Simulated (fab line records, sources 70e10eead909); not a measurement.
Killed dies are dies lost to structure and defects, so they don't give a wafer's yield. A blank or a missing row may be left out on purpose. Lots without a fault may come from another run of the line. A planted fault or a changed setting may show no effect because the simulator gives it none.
Chamber matching | flow nand_harc | NHARC_A_DECK1_JOINT_CMP_02 on cmp-01: 4 sister chambers
The step polishes SiOx. 4 wafers are shown with their chamber, then 11 later ones without.

WAFERS WITH THEIR CHAMBER
wafer  | chamber | motor_current_A (A)
L084.1 | 2       | 10.4
L087.6 | 1       | 12.3
L088.5 | 3       | 12.1
L090.1 | 0       | 11.8

WAFERS WITHOUT THEIR CHAMBER
wafer  | motor_current_A (A)
L090.2 | 10.4
L090.5 | 11.9
L091.2 | 10.4
L091.3 | 12.7
L091.5 | 11.6
L094.1 | 12.7
L094.4 | 11.7
L094.5 | 12.8
L095.1 | 11.4
L095.4 | 12.3
L095.5 | 11.4

WHICH CHAMBER EACH WENT THROUGH
wafer  | from the rows above          | in truth
L090.2 | 2                            | 2
L090.5 | can't be placed: 0 or 3 or 1 | 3
L091.2 | 2                            | 2
L091.3 | can't be placed: 1 or 3 or 0 | 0
L091.5 | can't be placed: 0 or 3 or 1 | 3
L094.1 | can't be placed: 1 or 3 or 0 | 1
L094.4 | can't be placed: 0 or 3 or 1 | 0
L094.5 | can't be placed: 1 or 3 or 0 | 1
L095.1 | can't be placed: 0 or 3 or 1 | 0
L095.4 | can't be placed: 1 or 3 or 0 | 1
L095.5 | can't be placed: 0 or 3 or 1 | 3
Placed correctly: 2 of 11. Can't be placed from these rows: 9 (the true chamber is among the candidates in 9). Placed wrongly: 0.
How it was worked out, from the rows above alone: a wafer's distance from a chamber is the root of the sum, over the readings, of the square of ((its reading less the chamber's mean) divided by the reading's scatter). The wafer belongs to the nearest chamber; if the next one is less than 2 further off, it can't be placed. A chamber's mean is the mean of its shown wafers. The scatter: with one shown wafer a chamber, the root of the mean of the squares of how far each hidden wafer lies from its nearest shown one.
